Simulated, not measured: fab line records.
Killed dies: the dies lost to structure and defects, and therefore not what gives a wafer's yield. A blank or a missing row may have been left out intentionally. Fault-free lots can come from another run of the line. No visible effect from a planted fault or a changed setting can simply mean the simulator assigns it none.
Chamber matching || flow n5Finfet || rieDiel-02 running N5_BEOL_M0_SAQP_STRIP_86: 4 sister chambers
The step strips in N2/H2. 30 wafers are shown with their chamber, then 12 later ones without.

WAFERS PAIRED WITH THEIR CHAMBERS
{"wafer": "L075.4", "chamber": 3, "showerheadPlenumPTorr (Torr)": 3.47, "drypumpMotorCurrentA (A)": 6.0, "throttleValvePct (%)": 18.7}
{"wafer": "L075.5", "chamber": 0, "showerheadPlenumPTorr (Torr)": 3.14, "drypumpMotorCurrentA (A)": 5.7, "throttleValvePct (%)": 19.7}
{"wafer": "L075.6", "chamber": 1, "showerheadPlenumPTorr (Torr)": 3.31, "drypumpMotorCurrentA (A)": 5.5, "throttleValvePct (%)": 19.2}
{"wafer": "L076.2", "chamber": 2, "showerheadPlenumPTorr (Torr)": 3.25, "drypumpMotorCurrentA (A)": 5.6, "throttleValvePct (%)": 19.0}
{"wafer": "L076.3", "chamber": 3, "showerheadPlenumPTorr (Torr)": 3.47, "drypumpMotorCurrentA (A)": 6.0, "throttleValvePct (%)": 18.7}
{"wafer": "L076.6", "chamber": 1, "showerheadPlenumPTorr (Torr)": 3.31, "drypumpMotorCurrentA (A)": 5.5, "throttleValvePct (%)": 19.2}
{"wafer": "L077.3", "chamber": 2, "showerheadPlenumPTorr (Torr)": 3.25, "drypumpMotorCurrentA (A)": 5.6, "throttleValvePct (%)": 19.0}
{"wafer": "L077.5", "chamber": 3, "showerheadPlenumPTorr (Torr)": 3.47, "drypumpMotorCurrentA (A)": 6.0, "throttleValvePct (%)": 18.7}
{"wafer": "L077.6", "chamber": 2, "showerheadPlenumPTorr (Torr)": 3.25, "drypumpMotorCurrentA (A)": 5.7, "throttleValvePct (%)": 19.0}
{"wafer": "L078.2", "chamber": 1, "showerheadPlenumPTorr (Torr)": 3.31, "drypumpMotorCurrentA (A)": 5.4, "throttleValvePct (%)": 19.2}
{"wafer": "L078.3", "chamber": 2, "showerheadPlenumPTorr (Torr)": 3.25, "drypumpMotorCurrentA (A)": 5.7, "throttleValvePct (%)": 19.0}
{"wafer": "L078.4", "chamber": 3, "showerheadPlenumPTorr (Torr)": 3.46, "drypumpMotorCurrentA (A)": 6.0, "throttleValvePct (%)": 18.7}
{"wafer": "L079.1", "chamber": 2, "showerheadPlenumPTorr (Torr)": 3.25, "drypumpMotorCurrentA (A)": 5.7, "throttleValvePct (%)": 19.0}
{"wafer": "L079.2", "chamber": 3, "showerheadPlenumPTorr (Torr)": 3.46, "drypumpMotorCurrentA (A)": 6.0, "throttleValvePct (%)": 18.7}
{"wafer": "L079.6", "chamber": 3, "showerheadPlenumPTorr (Torr)": 3.46, "drypumpMotorCurrentA (A)": 6.0, "throttleValvePct (%)": 18.8}
{"wafer": "L080.1", "chamber": 2, "showerheadPlenumPTorr (Torr)": 3.25, "drypumpMotorCurrentA (A)": 5.7, "throttleValvePct (%)": 19.0}
{"wafer": "L080.3", "chamber": 1, "showerheadPlenumPTorr (Torr)": 3.30, "drypumpMotorCurrentA (A)": 5.5, "throttleValvePct (%)": 19.2}
{"wafer": "L080.4", "chamber": 3, "showerheadPlenumPTorr (Torr)": 3.46, "drypumpMotorCurrentA (A)": 6.0, "throttleValvePct (%)": 18.8}
{"wafer": "L081.1", "chamber": 0, "showerheadPlenumPTorr (Torr)": 3.13, "drypumpMotorCurrentA (A)": 5.7, "throttleValvePct (%)": 19.7}
{"wafer": "L081.3", "chamber": 1, "showerheadPlenumPTorr (Torr)": 3.30, "drypumpMotorCurrentA (A)": 5.4, "throttleValvePct (%)": 19.2}
{"wafer": "L081.6", "chamber": 0, "showerheadPlenumPTorr (Torr)": 3.13, "drypumpMotorCurrentA (A)": 5.7, "throttleValvePct (%)": 19.7}
{"wafer": "L086.2", "chamber": 3, "showerheadPlenumPTorr (Torr)": 3.46, "drypumpMotorCurrentA (A)": 6.0, "throttleValvePct (%)": 18.3}
{"wafer": "L086.3", "chamber": 2, "showerheadPlenumPTorr (Torr)": 3.24, "drypumpMotorCurrentA (A)": 5.7, "throttleValvePct (%)": 19.0}
{"wafer": "L086.6", "chamber": 0, "showerheadPlenumPTorr (Torr)": 3.13, "drypumpMotorCurrentA (A)": 5.7, "throttleValvePct (%)": 19.7}
{"wafer": "L087.3", "chamber": 3, "showerheadPlenumPTorr (Torr)": 3.46, "drypumpMotorCurrentA (A)": 6.0, "throttleValvePct (%)": 18.3}
{"wafer": "L087.5", "chamber": 2, "showerheadPlenumPTorr (Torr)": 3.24, "drypumpMotorCurrentA (A)": 5.7, "throttleValvePct (%)": 19.0}
{"wafer": "L087.6", "chamber": 1, "showerheadPlenumPTorr (Torr)": 3.30, "drypumpMotorCurrentA (A)": 5.5, "throttleValvePct (%)": 19.2}
{"wafer": "L090.1", "chamber": 0, "showerheadPlenumPTorr (Torr)": 3.12, "drypumpMotorCurrentA (A)": 5.7, "throttleValvePct (%)": 19.8}
{"wafer": "L090.3", "chamber": 3, "showerheadPlenumPTorr (Torr)": 3.46, "drypumpMotorCurrentA (A)": 6.0, "throttleValvePct (%)": 18.3}
{"wafer": "L090.5", "chamber": 2, "showerheadPlenumPTorr (Torr)": 3.24, "drypumpMotorCurrentA (A)": 5.7, "throttleValvePct (%)": 19.0}

SIGNATURES, as means of the wafers listed above
{"reading": "showerheadPlenumPTorr", "chamber 0": 3.1300, "chamber 1": 3.3050, "chamber 2": 3.2467, "chamber 3": 3.4630, "scatter within a chamber": 0.00541}
{"reading": "drypumpMotorCurrentA", "chamber 0": 5.700, "chamber 1": 5.467, "chamber 2": 5.678, "chamber 3": 6.000, "scatter within a chamber": 0.0333}
{"reading": "throttleValvePct", "chamber 0": 19.720, "chamber 1": 19.200, "chamber 2": 19.000, "chamber 3": 18.600, "scatter within a chamber": 0.125}
Rule: a wafer's distance from a chamber is the root of the sum, over the readings, of the square of ((its reading less the chamber's mean) divided by the reading's scatter). If the next closest chamber is less than 2 further off than the closest, the wafer can't be placed; otherwise it belongs to the closest. The scatter: the root of (the sum of the squares of (reading less its chamber's mean) over the shown wafers, divided by (wafers less chambers)).

WAFERS WITH NO CHAMBER GIVEN
{"wafer": "L092.1", "showerheadPlenumPTorr (Torr)": 3.29, "drypumpMotorCurrentA (A)": 5.5, "throttleValvePct (%)": 19.3}
{"wafer": "L092.2", "showerheadPlenumPTorr (Torr)": 3.12, "drypumpMotorCurrentA (A)": 5.7, "throttleValvePct (%)": 19.7}
{"wafer": "L092.4", "showerheadPlenumPTorr (Torr)": 3.45, "drypumpMotorCurrentA (A)": 6.0, "throttleValvePct (%)": 18.3}
{"wafer": "L094.3", "showerheadPlenumPTorr (Torr)": 3.29, "drypumpMotorCurrentA (A)": 5.5, "throttleValvePct (%)": 19.3}
{"wafer": "L094.4", "showerheadPlenumPTorr (Torr)": 3.23, "drypumpMotorCurrentA (A)": 5.7, "throttleValvePct (%)": 19.0}
{"wafer": "L094.6", "showerheadPlenumPTorr (Torr)": 3.12, "drypumpMotorCurrentA (A)": 5.7, "throttleValvePct (%)": 19.7}
{"wafer": "L096.4", "showerheadPlenumPTorr (Torr)": 3.12, "drypumpMotorCurrentA (A)": 5.7, "throttleValvePct (%)": 19.7}
{"wafer": "L096.5", "showerheadPlenumPTorr (Torr)": 3.45, "drypumpMotorCurrentA (A)": 6.0, "throttleValvePct (%)": 18.3}
{"wafer": "L096.6", "showerheadPlenumPTorr (Torr)": 3.12, "drypumpMotorCurrentA (A)": 5.7, "throttleValvePct (%)": 19.7}
{"wafer": "L097.2", "showerheadPlenumPTorr (Torr)": 3.12, "drypumpMotorCurrentA (A)": 5.7, "throttleValvePct (%)": 19.8}
{"wafer": "L097.4", "showerheadPlenumPTorr (Torr)": 3.23, "drypumpMotorCurrentA (A)": 5.7, "throttleValvePct (%)": 19.1}
{"wafer": "L097.6", "showerheadPlenumPTorr (Torr)": 3.12, "drypumpMotorCurrentA (A)": 5.7, "throttleValvePct (%)": 19.7}

WHICH CHAMBER EACH ONE RAN IN
{"wafer": "L092.1", "from the rows above": 1, "in truth": 1}
{"wafer": "L092.2", "from the rows above": 0, "in truth": 0}
{"wafer": "L092.4", "from the rows above": 3, "in truth": 3}
{"wafer": "L094.3", "from the rows above": 1, "in truth": 1}
{"wafer": "L094.4", "from the rows above": 2, "in truth": 2}
{"wafer": "L094.6", "from the rows above": 0, "in truth": 0}
{"wafer": "L096.4", "from the rows above": 0, "in truth": 0}
{"wafer": "L096.5", "from the rows above": 3, "in truth": 3}
{"wafer": "L096.6", "from the rows above": 0, "in truth": 0}
{"wafer": "L097.2", "from the rows above": 0, "in truth": 0}
{"wafer": "L097.4", "from the rows above": 2, "in truth": 2}
{"wafer": "L097.6", "from the rows above": 0, "in truth": 0}
Correctly placed: 12 of 12. Number that these rows cannot place: 0. 0 placed wrongly.
